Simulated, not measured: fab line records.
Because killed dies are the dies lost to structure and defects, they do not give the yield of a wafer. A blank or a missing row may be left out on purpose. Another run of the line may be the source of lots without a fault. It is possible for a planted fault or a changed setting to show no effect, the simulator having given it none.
fab line records + flow nand-harc
record
- lots=12
- wafers=36
- last-day=33
route steps=1302 shown P_M2@349 P_BONDPAD@368 END@1302
lots that met no fault: from a run of the same line without faults
start-h: the number of hours between the record's first day and the start of the first shown wafer of the lot + wait-h: hours elapsed since this lot's preceding step + " unchanged from the row above + L1.1+2: a row that stands for several wafers + - value missing, or start not given + * or withheld: withheld + < > ~ a bound
route shown NAME@n: NAME is a module with steps in the file, n the number in the route of the first one + usual: the fault-free wafers' mean and standard deviation + same: alike in all rows + chamber/n: place in a boat + sites: each site's reading + _std_site: the values' standard deviation + _edge_site: the outer-site mean with the inner-site mean subtracted + radius-mm: for every site, how far away it sits from the centre of the wafer + mask NAME#n: copy n + behind: the last tool/chamber to shape the wafer + hold: what put the lot on hold/how long, in hours/how the hold closed + device: whichever transistor did not switch (one of n, p or np) + end of line: the route-end tests of the same wafers + a step without rows: its recipe alone + killed: dies lost to structure and defects at the first sort, not the wafer's yield + map: a wafer's dies, marking killed ones x, the rest . and places with no die _
set.NAME: the run value of the setting; set.NAME@STEP: its run value at that earlier step + model.NAME: the simulator's own value behind a step, which no gauge read
steps of the route over a sample of lots; a table a step, a row a wafer
services: from which hour (start-h, from the record's first day; less than 0 if before it) a tool's chamber was out of use, for how many hours, and why
## steps
# step NHARC_P_M2_PRE_CLEAN_32
# recipe
- time-s=12
- temp-c=370
- rf-power-w=300
- gas=NH3
# usual
- heater-power-w=648/65
| lot.wafer | tool     | chamber | start-h | wait-h | heater-power-w |
|-----------|----------|---------|---------|--------|----------------|
| L745.2    | pecvd-02 | 1       | 137.09  | 0.1    | 733            |
| L745.5    | "        | 0       | "       | "      | 569            |
| L745.4    | "        | 1       | "       | "      | 695            |
| L744.3    | pecvd-04 | 1       | 137.64  | 0.1    | 700            |
| L744.4    | "        | 1       | "       | "      | 699            |
| L744.6    | "        | 0       | "       | "      | 582            |
| L751.1    | pecvd-02 | 0       | 202.40  | 0.1    | 539            |
| L751.4    | "        | 1       | "       | "      | 715            |
| L751.6    | "        | 0       | "       | "      | 540            |
| L752.1    | pecvd-04 | 0       | 211.09  | 0.1    | 654            |
| L752.3    | "        | 1       | "       | "      | 742            |
| L752.4    | "        | 2       | "       | "      | 795            |
| L756.2    | pecvd-01 | 2       | 257.31  | 0.1    | 644            |
| L756.5    | "        | 0       | "       | "      | 632            |
| L756.6    | "        | 2       | "       | "      | 632            |
| L759.3    | pecvd-02 | 1       | 281.54  | 0.1    | 678            |
| L759.6    | "        | 0       | "       | "      | 559            |
| L759.4    | "        | 1       | "       | "      | 692            |
| L760.1    | pecvd-01 | 2       | 293.22  | 0.1    | 616            |
| L760.3    | "        | 1       | "       | "      | 738            |
| L760.5    | "        | 1       | "       | "      | 705            |
| L762.1    | pecvd-04 | 0       | 312.60  | 0.1    | 601            |
| L762.4    | "        | 0       | "       | "      | 605            |
| L762.5    | "        | 2       | "       | "      | 649            |
| L763.5    | pecvd-02 | 1       | 327.64  | 0.1    | 619            |
| L763.4    | "        | 2       | "       | "      | 622            |
| L763.6    | "        | 0       | "       | "      | 527            |
| L764.2    | pecvd-01 | 1       | 332.80  | 0.1    | 723            |
| L764.3    | "        | 0       | "       | "      | 623            |
| L764.4    | "        | 0       | "       | "      | 617            |
| L765.1    | pecvd-04 | 1       | 338.81  | 0.1    | 602            |
| L765.4    | "        | 0       | "       | "      | 619            |
| L765.6    | "        | 1       | "       | "      | 577            |
| L766.6    | pecvd-02 | 0       | 359.51  | 0.1    | 546            |
| L766.4    | "        | 1       | "       | "      | 719            |
| L766.5    | "        | 2       | "       | "      | 567            |
# step NHARC_P_BONDPAD_ETCH_37
# recipe
- target-depth-a=600
- overetch-a=180
- time-s=65.91
- ion-energy-ev=200
- n2-flow-sccm=150
- h2-flow-sccm=150
- ar-flow-sccm=0
- rf-w=400
- bias-w=150
- chemistry=N2/H2
# usual
- bias-w=150.0/0.43
- drypump-motor-current-A=5.6/0.52
- oes-product-au=1.008/0.0096
- rf-vpp-V=431.0/2.5
- showerhead-plenum-p-Torr=2.06/0.09
- throttle-valve-pct=14.170/0.0089
| lot.wafer | tool        | chamber | start-h | wait-h | bias-w | drypump-motor-current-A | oes-product-au | rf-hours-counter-h | rf-vpp-V | showerhead-plenum-p-Torr | throttle-valve-pct |
|-----------|-------------|---------|---------|--------|--------|-------------------------|----------------|--------------------|----------|--------------------------|--------------------|
| L745.4    | rie-diel-05 | 2       | 139.11  | 0.1    | 149.5  | 5.1                     | 1.010          | 3.0                | 431.6    | 2.04                     | 14.165             |
| L745.2    | "           | 0       | "       | "      | 149.5  | 6.5                     | 1.010          | 3.0                | 432.8    | 2.15                     | 14.179             |
| L745.5    | "           | 2       | "       | "      | 149.9  | 5.1                     | 1.000          | -                  | 430.6    | 2.04                     | 14.176             |
| L744.4    | rie-diel-05 | 1       | 139.66  | 0.1    | 149.5  | 5.2                     | 1.002          | 3.2                | 429.6    | 1.99                     | 14.167             |
| L744.3    | "           | 2       | "       | "      | 149.7  | 5.1                     | 1.010          | 3.1                | 430.3    | 2.04                     | 14.168             |
| L744.6    | "           | 2       | "       | "      | 150.0  | 5.1                     | 0.996          | -                  | 431.1    | 2.04                     | 14.166             |
| L751.1    | rie-diel-05 | 0       | 204.27  | 0.1    | 149.4  | 6.5                     | 1.007          | 4.9                | 433.2    | 2.15                     | 14.162             |
| L751.4    | "           | 2       | "       | "      | 150.8  | 5.1                     | 1.021          | 5.2                | 431.6    | 2.04                     | 14.171             |
| L751.6    | "           | 3       | "       | "      | 149.8  | 6.1                     | 1.021          | -                  | 428.2    | 1.91                     | 14.175             |
| L752.4    | rie-diel-01 | 2       | 213.11  | 0.1    | 149.9  | 6.3                     | 0.842          | 0.0                | 434.5    | 2.14                     | 14.184             |
| L752.3    | "           | 0       | "       | "      | 149.9  | 5.1                     | 0.834          | 0.0                | 430.6    | 2.02                     | 14.143             |
| L752.1    | "           | 1       | "       | "      | 149.7  | 5.4                     | 0.995          | 0.0                | 436.0    | 2.20                     | 14.160             |
| L756.2    | rie-diel-05 | 1       | 259.32  | 0.1    | 150.6  | 5.3                     | 1.027          | 0.8                | 428.8    | 1.99                     | 14.168             |
| L756.6    | "           | 2       | "       | "      | 150.7  | 5.1                     | 1.009          | -                  | 432.0    | 2.04                     | 14.182             |
| L756.5    | "           | 3       | "       | "      | 150.4  | 6.1                     | 1.021          | -                  | 426.8    | 1.91                     | 14.160             |
| L759.4    | rie-diel-10 | 3       | 283.53  | 0.1    | 150.1  | 5.1                     | 1.013          | 2.2                | 431.4    | 2.07                     | 14.170             |
| L759.3    | "           | 0       | "       | "      | 150.5  | 5.8                     | 0.988          | 1.4                | 430.0    | 2.00                     | 14.162             |
| L759.6    | "           | 0       | "       | "      | 149.9  | 5.8                     | 0.993          | -                  | 429.1    | 2.00                     | 14.173             |
| L760.1    | rie-diel-10 | 3       | 295.24  | 0.1    | 149.4  | 5.1                     | 1.011          | 2.9                | 431.5    | 2.07                     | 14.179             |
| L760.3    | "           | 0       | "       | "      | 149.9  | 5.8                     | 1.002          | 2.6                | 430.5    | 2.00                     | 14.171             |
| L760.5    | "           | 3       | "       | "      | 150.1  | 5.1                     | 1.009          | -                  | 430.9    | 2.07                     | 14.170             |
| L762.4    | rie-diel-01 | 2       | 314.60  | 0.1    | 149.7  | 6.3                     | 1.008          | 3.0                | 433.0    | 2.14                     | 14.178             |
| L762.1    | "           | 3       | "       | "      | 149.4  | 5.3                     | 1.014          | 2.7                | 427.4    | 1.94                     | 14.166             |
| L762.5    | "           | 3       | "       | "      | 149.1  | 5.3                     | 0.999          | -                  | 427.9    | 1.94                     | 14.185             |
| L763.5    | rie-diel-05 | 0       | 329.66  | 0.1    | 149.8  | 6.5                     | 1.001          | -                  | 432.2    | 2.15                     | 14.167             |
| L763.4    | "           | 1       | "       | "      | 149.5  | 5.2                     | 1.014          | -                  | 429.4    | 1.99                     | 14.155             |
| L763.6    | "           | 2       | "       | "      | 149.4  | 5.1                     | 1.015          | -                  | 431.1    | 2.04                     | 14.170             |
| L764.3    | rie-diel-01 | 1       | 334.70  | 0.1    | 149.7  | 5.4                     | 1.009          | 3.5                | 433.8    | 2.20                     | 14.151             |
| L764.2    | "           | 2       | "       | "      | 150.5  | 6.3                     | 1.010          | 3.6                | 433.0    | 2.14                     | 14.166             |
| L764.4    | "           | 3       | "       | "      | 150.5  | 5.3                     | 1.002          | 3.4                | 428.0    | 1.94                     | 14.178             |
| L765.1    | rie-diel-05 | 1       | 340.66  | 0.1    | 149.7  | 5.3                     | 1.017          | 5.5                | 430.1    | 1.99                     | 14.168             |
| L765.4    | "           | 2       | "       | "      | 149.9  | 5.2                     | 1.013          | 5.8                | 431.2    | 2.04                     | 14.184             |
| L765.6    | "           | 1       | "       | "      | 150.4  | 5.2                     | 1.009          | -                  | 428.5    | 1.99                     | 14.165             |
| L766.4    | rie-diel-01 | 2       | 361.51  | 0.1    | 150.4  | 6.3                     | 1.013          | 4.2                | 432.0    | 2.14                     | 14.174             |
| L766.6    | "           | 1       | "       | "      | 149.5  | 5.4                     | 1.004          | -                  | 435.3    | 2.20                     | 14.152             |
| L766.5    | "           | 2       | "       | "      | 149.8  | 6.3                     | 1.003          | -                  | 432.7    | 2.14                     | 14.166             |
# step NHARC_P_BONDPAD_ETCH_12
# recipe
- target-depth-a=2000
- time-s=100
- chf3-flow-sccm=50
- o2-flow-sccm=10
- ar-flow-sccm=200
- rf-w=500
- bias-w=200
- chemistry=CHF3/O2
# usual
- bias-w=200.1/0.6
- drypump-motor-current-A=5.6/0.52
- oes-product-au=0.953/0.022
- rf-vpp-V=371.0/2.3
- showerhead-plenum-p-Torr=2.42/0.099
- throttle-valve-pct=20.573/0.0087
| lot.wafer | tool        | chamber | start-h | wait-h | bias-w | drypump-motor-current-A | oes-product-au | rf-hours-counter-h | rf-vpp-V | showerhead-plenum-p-Torr | throttle-valve-pct |
|-----------|-------------|---------|---------|--------|--------|-------------------------|----------------|--------------------|----------|--------------------------|--------------------|
| L745.2    | rie-diel-05 | 3       | -       | -      | 200.4  | 6.1                     | 0.941          | 2.9                | 368.0    | 2.26                     | 20.575             |
| L745.4    | "           | 0       | "       | "      | 199.9  | 6.4                     | 0.938          | 3.1                | 372.6    | 2.52                     | 20.573             |
| L745.5    | "           | 0       | "       | "      | 200.5  | 6.5                     | 0.924          | -                  | 372.2    | 2.52                     | 20.557             |
| L744.4    | rie-diel-05 | 1       | -       | -      | 199.7  | 5.2                     | 0.959          | 3.3                | 369.8    | 2.35                     | 20.571             |
| L744.3    | "           | 3       | "       | "      | 200.5  | 6.1                     | 0.982          | 3.0                | 365.6    | 2.26                     | 20.581             |
| L744.6    | "           | 0       | "       | "      | 199.4  | 6.5                     | 0.960          | -                  | 372.6    | 2.53                     | 20.576             |
| L751.1    | rie-diel-05 | 1       | -       | -      | 199.9  | 5.2                     | 0.973          | 5.2                | 370.3    | 2.35                     | 20.585             |
| L751.4    | "           | 2       | "       | "      | 199.6  | 5.2                     | 0.967          | 5.3                | 368.8    | 2.41                     | 20.565             |
| L751.6    | "           | 2       | "       | "      | 200.0  | 5.2                     | 0.963          | -                  | 370.9    | 2.40                     | 20.573             |
| L752.3    | rie-diel-01 | 1       | -       | -      | 199.7  | 5.4                     | 0.971          | 0.0                | 374.7    | 2.58                     | 20.574             |
| L752.1    | "           | 2       | "       | "      | 200.4  | 6.2                     | 0.973          | 0.0                | 371.9    | 2.51                     | 20.570             |
| L752.4    | "           | 3       | "       | "      | 200.8  | 5.3                     | 0.962          | 0.0                | 368.0    | 2.30                     | 20.565             |
| L756.2    | rie-diel-05 | 1       | -       | -      | 199.0  | 5.3                     | 1.001          | 0.8                | 368.5    | 2.35                     | 20.579             |
| L756.5    | "           | 1       | "       | "      | 199.6  | 5.3                     | 0.994          | -                  | 369.8    | 2.35                     | 20.578             |
| L756.6    | "           | 2       | "       | "      | 200.3  | 5.1                     | 0.970          | -                  | 371.0    | 2.40                     | 20.583             |
| L759.3    | rie-diel-10 | 0       | -       | -      | 200.5  | 5.8                     | 0.918          | 1.5                | 369.6    | 2.35                     | 20.577             |
| L759.4    | "           | 1       | "       | "      | 200.1  | 6.0                     | 0.929          | 1.5                | 370.6    | 2.39                     | 20.575             |
| L759.6    | "           | 0       | "       | "      | 200.5  | 5.8                     | 0.915          | -                  | 370.3    | 2.35                     | 20.568             |
| L760.1    | rie-diel-10 | 2       | -       | -      | 200.5  | 4.9                     | 0.942          | 2.9                | 372.7    | 2.54                     | 20.571             |
| L760.3    | "           | 3       | "       | "      | 201.0  | 5.1                     | 0.938          | 3.0                | 372.1    | 2.44                     | 20.560             |
| L760.5    | "           | 3       | "       | "      | 200.8  | 5.1                     | 0.936          | -                  | 372.0    | 2.44                     | 20.579             |
| L762.4    | rie-diel-01 | 0       | -       | -      | 199.0  | 5.0                     | 0.934          | 2.7                | 368.8    | 2.38                     | 20.570             |
| L762.1    | "           | 2       | "       | "      | 199.8  | 6.3                     | 0.939          | 3.0                | 374.1    | 2.51                     | 20.570             |
| L762.5    | "           | 0       | "       | "      | 199.4  | 5.0                     | 0.934          | -                  | 369.7    | 2.38                     | 20.556             |
| L763.4    | rie-diel-05 | 2       | -       | -      | 199.9  | 5.1                     | 0.930          | -                  | 372.1    | 2.40                     | 20.572             |
| L763.6    | "           | 0       | "       | "      | 200.9  | 6.5                     | 0.925          | -                  | 373.7    | 2.52                     | 20.573             |
| L763.5    | "           | 1       | "       | "      | 200.0  | 5.3                     | 0.937          | -                  | 370.4    | 2.35                     | 20.591             |
| L764.3    | rie-diel-01 | 1       | -       | -      | 199.2  | 5.4                     | 0.974          | 3.5                | 375.7    | 2.58                     | 20.576             |
| L764.2    | "           | 2       | "       | "      | 200.6  | 6.2                     | 0.970          | 3.6                | 372.3    | 2.51                     | 20.576             |
| L764.4    | "           | 0       | "       | "      | 199.8  | 5.1                     | 0.986          | 3.3                | 371.1    | 2.38                     | 20.562             |
| L765.1    | rie-diel-05 | 2       | -       | -      | 200.2  | 5.2                     | 0.944          | 5.8                | 372.5    | 2.40                     | 20.588             |
| L765.4    | "           | 1       | "       | "      | 200.9  | 5.2                     | 0.940          | 5.6                | 370.0    | 2.35                     | 20.574             |
| L765.6    | "           | 2       | "       | "      | 199.2  | 5.1                     | 0.951          | -                  | 369.4    | 2.40                     | 20.569             |
| L766.4    | rie-diel-01 | 0       | -       | -      | 200.5  | 5.1                     | 0.929          | 3.9                | 370.0    | 2.38                     | 20.553             |
| L766.6    | "           | 3       | "       | "      | 198.8  | 5.3                     | 0.945          | -                  | 368.3    | 2.30                     | 20.576             |
| L766.5    | "           | 0       | "       | "      | 200.6  | 5.1                     | 0.927          | -                  | 370.9    | 2.38                     | 20.583             |
# step NHARC_P_BONDPAD_CD_MEAS_13
# usual
- cd-nm=500.6/2.3
| lot.wafer | tool      | chamber | start-h | wait-h | cd-nm |
|-----------|-----------|---------|---------|--------|-------|
| L745.2    | cd-sem-01 | -       | 139.34  | -      | 504.5 |
| L745.4    | "         | -       | "       | "      | 500.2 |
| L745.5    | "         | -       | "       | "      | 501.6 |
| L744.3    | cd-sem-01 | -       | 139.90  | -      | 500.7 |
| L744.4    | "         | -       | "       | "      | 500.2 |
| L744.6    | "         | -       | "       | "      | 499.4 |
| L751.1    | cd-sem-01 | -       | 204.49  | -      | 497.1 |
| L751.4    | "         | -       | "       | "      | 496.4 |
| L751.6    | "         | -       | "       | "      | 501.9 |
| L752.1    | cd-sem-03 | -       | 213.33  | -      | 500.9 |
| L752.3    | "         | -       | "       | "      | 497.8 |
| L752.4    | "         | -       | "       | "      | 498.2 |
| L756.2    | cd-sem-02 | -       | 259.53  | -      | 501.3 |
| L756.5    | "         | -       | "       | "      | 502.6 |
| L756.6    | "         | -       | "       | "      | 502.3 |
| L759.3    | cd-sem-03 | -       | 283.76  | -      | 504.7 |
| L759.4    | "         | -       | "       | "      | 501.1 |
| L759.6    | "         | -       | "       | "      | 501.1 |
| L760.1    | cd-sem-02 | -       | 295.47  | -      | 503.8 |
| L760.3    | "         | -       | "       | "      | 501.5 |
| L760.5    | "         | -       | "       | "      | 502.5 |
| L762.1    | cd-sem-03 | -       | 314.83  | -      | 503.2 |
| L762.4    | "         | -       | "       | "      | 504.0 |
| L762.5    | "         | -       | "       | "      | 504.5 |
| L763.4    | cd-sem-02 | -       | 329.90  | -      | 501.2 |
| L763.5    | "         | -       | "       | "      | 500.2 |
| L763.6    | "         | -       | "       | "      | 502.6 |
| L764.2    | cd-sem-01 | -       | 334.93  | -      | 499.8 |
| L764.3    | "         | -       | "       | "      | 502.5 |
| L764.4    | "         | -       | "       | "      | 501.3 |
| L765.1    | cd-sem-02 | -       | 340.89  | -      | 502.8 |
| L765.4    | "         | -       | "       | "      | 501.1 |
| L765.6    | "         | -       | "       | "      | 502.3 |
| L766.4    | cd-sem-03 | -       | 361.74  | -      | 499.6 |
| L766.5    | "         | -       | "       | "      | 500.7 |
| L766.6    | "         | -       | "       | "      | 499.2 |
# step NHARC_END_SORT_01
# recipe
- temp-c=25
# usual
- defect-limited-yield=91.0/2.8
- killed-at-array=56/18
- killed-at-other=1.4/1.5
- killed-at-periphery=4/3.1
- killed-dies=61/19
- killed-open=3.5/1.8
- killed-short=2.4/1.4
# same
- gross-dies=677
| lot.wafer | tool      | chamber | start-h | wait-h | defect-limited-yield[%] | killed-at-array | killed-at-other | killed-at-periphery | killed-dies | killed-open | killed-short |
|-----------|-----------|---------|---------|--------|-------------------------|-----------------|-----------------|---------------------|-------------|-------------|--------------|
| L752.1    | prober-01 | 0       | 635.72  | 2.5    | 87.4                    | 77              | 1               | 7                   | 85          | 1           | 1            |
| L752.3    | prober-01 | 0       | 637.34  | 3.1    | 87.1                    | 71              | 0               | 16                  | 87          | 7           | 2            |
| L752.4    | prober-01 | 0       | 638.14  | 3.4    | 85.5                    | 92              | 0               | 6                   | 98          | 2           | 1            |
| L751.1    | prober-02 | 0       | 635.73  | 2.5    | 89.5                    | 68              | 0               | 3                   | 71          | 5           | 2            |
| L751.4    | prober-02 | 0       | 638.12  | 3.4    | 91.4                    | 57              | 0               | 1                   | 58          | 4           | 1            |
| L751.6    | prober-02 | 0       | 639.71  | 4.0    | 89.8                    | 66              | 1               | 2                   | 69          | 7           | 5            |
| L762.1    | prober-02 | 0       | 738.62  | 2.5    | 88.0                    | 79              | 2               | 0                   | 81          | 2           | 2            |
| L762.4    | prober-02 | 0       | 740.99  | 3.4    | 87.4                    | 83              | 0               | 2                   | 85          | 4           | 4            |
| L762.5    | prober-02 | 0       | 741.78  | 3.7    | 88.3                    | 78              | 1               | 0                   | 79          | 3           | 3            |
| L759.3    | prober-01 | 0       | 740.17  | 3.1    | 92.0                    | 50              | 0               | 4                   | 54          | 4           | 5            |
| L759.4    | prober-01 | 0       | 740.98  | 3.4    | 92.5                    | 46              | 1               | 4                   | 51          | 3           | 2            |
| L759.6    | prober-01 | 0       | 742.58  | 4.0    | 91.3                    | 53              | 0               | 6                   | 59          | 5           | 2            |
# killed by level:class
L752.1 A_SLIT:chamber-film-flake=33 A_CHANNEL_HOLE_D1:chamber-film-flake=27 A_CHANNEL_HOLE_D2:chamber-film-flake=8 P_BONDPAD:chamber-film-flake=5 A_DECK1_JOINT:chamber-film-flake=3 A_CONTACT:chamber-film-flake=2 A_CHANNEL_FILL_D1:geometric-particle:short=1 A_DECK1_JOINT:geometric-particle:open=1
L751.1 A_SLIT:chamber-film-flake=33 A_CHANNEL_HOLE_D2:chamber-film-flake=12 A_CONTACT:chamber-film-flake=8 A_WL_FILL:chamber-film-flake=3 P_CONTACT:geometric-particle:open=1 P_M0:geometric-particle:open=1 A_ONON_D1:geometric-particle:open=1 A_CHANNEL_FILL_D1:geometric-particle:short=1
L752.3 A_CHANNEL_HOLE_D1:chamber-film-flake=29 A_SLIT:chamber-film-flake=20 A_CHANNEL_HOLE_D2:chamber-film-flake=11 P_BONDPAD:chamber-film-flake=8 P_GATE:chamber-film-flake=7 A_CHANNEL_FILL_D1:geometric-particle:open=3 A_ONON_D1:geometric-particle:open=2 A_ONON_D1:geometric-particle:short=2
L751.4 A_SLIT:chamber-film-flake=28 A_CONTACT:chamber-film-flake=7 A_CHANNEL_HOLE_D1:chamber-film-flake=4 A_CHANNEL_HOLE_D2:chamber-film-flake=4 A_STAIRCASE:chamber-film-flake=3 A_WL_FILL:chamber-film-flake=3 A_SGD_CUT:chamber-film-flake=2 A_ONON_D1:geometric-particle:open=1
L752.4 A_CHANNEL_HOLE_D1:chamber-film-flake=36 A_SLIT:chamber-film-flake=29 A_CHANNEL_HOLE_D2:chamber-film-flake=17 P_GATE:chamber-film-flake=3 P_BONDPAD:chamber-film-flake=3 A_STAIRCASE:chamber-film-flake=2 A_CONTACT:chamber-film-flake=2 A_CHANNEL_FILL_D1:geometric-particle:short=1
L751.6 A_SLIT:chamber-film-flake=28 A_CHANNEL_HOLE_D2:chamber-film-flake=10 A_STAIRCASE:chamber-film-flake=5 A_CHANNEL_HOLE_D1:chamber-film-flake=3 A_WL_FILL:chamber-film-flake=3 A_CHANNEL_FILL_D1:geometric-particle:short=2 A_M0:geometric-particle:open=2 A_CHANNEL_FILL_D2:chamber-film-flake=2
L762.1 A_CHANNEL_HOLE_D1:chamber-film-flake=35 A_SLIT:chamber-film-flake=31 A_CONTACT:chamber-film-flake=4 A_WL_FILL:chamber-film-flake=3 A_CHANNEL_HOLE_D2:geometric-particle:short=2 THIN_TSV:chamber-film-flake=2 A_ONON_D1:geometric-particle:open=1 A_ONON_D2:geometric-particle:open=1
L759.3 A_CHANNEL_HOLE_D1:chamber-film-flake=31 A_CONTACT:chamber-film-flake=5 A_BLC:geometric-particle:open=2 P_GATE:chamber-film-flake=2 A_STAIRCASE:chamber-film-flake=2 A_SLIT:chamber-film-flake=2 A_WL_FILL:chamber-film-flake=2 P_ZERO_WELL:geometric-particle:short=1
L759.4 A_CHANNEL_HOLE_D1:chamber-film-flake=29 P_ZERO_WELL:chamber-film-flake=4 A_SLIT:chamber-film-flake=3 A_ZERO_WELL:chamber-film-flake=2 A_STAIRCASE:chamber-film-flake=2 A_WL_FILL:chamber-film-flake=2 A_CONTACT:chamber-film-flake=2 A_SOURCE_PLATE:geometric-particle:short=1
L762.4 A_SLIT:chamber-film-flake=36 A_CHANNEL_HOLE_D1:chamber-film-flake=29 A_CONTACT:chamber-film-flake=4 A_STAIRCASE:chamber-film-flake=2 A_WL_FILL:chamber-film-flake=2 P_CONTACT:geometric-particle:short=1 A_DECK1_JOINT:geometric-particle:open=1 A_ONON_D2:geometric-particle:open=1
L762.5 A_SLIT:chamber-film-flake=33 A_CHANNEL_HOLE_D1:chamber-film-flake=29 A_WL_FILL:chamber-film-flake=3 A_CONTACT:chamber-film-flake=3 A_CHANNEL_FILL_D1:geometric-particle:short=1 A_DECK1_JOINT:geometric-particle:open=1 A_ONON_D2:geometric-particle:short=1 A_CHANNEL_HOLE_D2:geometric-particle:open=1
L759.6 A_CHANNEL_HOLE_D1:chamber-film-flake=35 A_SLIT:chamber-film-flake=4 A_WL_FILL:chamber-film-flake=4 P_GATE:chamber-film-flake=3 A_CONTACT:chamber-film-flake=3 A_BLC:geometric-particle:open=2 A_ZERO_WELL:chamber-film-flake=2 P_CONTACT:geometric-particle:open=1
## services
| tool        | chamber | start-h | hours | kind   |
|-------------|---------|---------|-------|--------|
| pecvd-01    | -       | 130.12  | 13.0  | pm     |
| rie-diel-05 | 0       | 135.10  | -     | clean  |
| rie-diel-05 | 1       | 135.10  | -     | clean  |
| rie-diel-05 | 2       | 135.10  | -     | clean  |
| rie-diel-05 | 3       | 135.10  | -     | clean  |
| rie-diel-05 | 0       | 159.60  | -     | clean  |
| rie-diel-05 | 1       | 159.60  | -     | clean  |
| rie-diel-05 | 2       | 159.60  | -     | clean  |
| rie-diel-05 | 3       | 159.60  | -     | clean  |
| rie-diel-01 | 3       | 164.12  | 4.4   | repair |
| rie-diel-05 | 0       | 184.10  | -     | clean  |
| rie-diel-01 | -       | 203.80  | 9.0   | pm     |
| rie-diel-01 | -       | 221.23  | 0.6   | repair |
| pecvd-02    | -       | 227.09  | 13.0  | pm     |
| rie-diel-01 | 0       | 228.24  | 3.9   | repair |
| rie-diel-05 | -       | 229.60  | 9.0   | pm     |
| rie-diel-10 | -       | 242.50  | 9.0   | pm     |
| rie-diel-05 | 0       | 262.92  | 13.1  | repair |
| pecvd-04    | -       | 269.14  | 13.0  | pm     |
| rie-diel-05 | -       | 310.93  | 1.6   | repair |
| pecvd-01    | -       | 311.35  | 13.0  | pm     |
| rie-diel-05 | 3       | 327.42  | 6.9   | repair |
| rie-diel-10 | 1       | 348.58  | 1.7   | repair |
| rie-diel-01 | 0       | 357.06  | 4.0   | repair |
## key
first-sign
- step=NHARC_P_BONDPAD_ETCH_37
- reading=oes-product-au
- direction=down
- sigmas=18
- usual=1.008
- struck=0.838
effect none on later readings
met-at NHARC_P_BONDPAD_ETCH_37
struck-lots L752
struck-wafers L752.3,L752.4
not-acting-at NHARC_P_M2_PRE_CLEAN_32,NHARC_P_BONDPAD_ETCH_12,NHARC_P_BONDPAD_CD_MEAS_13
fault
- kind=process-parameter-drift
- tool=rie-diel-01
- chamber=-
- onset-h=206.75
- steps=NHARC_P_BONDPAD_ETCH_37
- channel=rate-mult
- offset=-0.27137
- shape=step
- end-h=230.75
- scope=struck-wafers-only
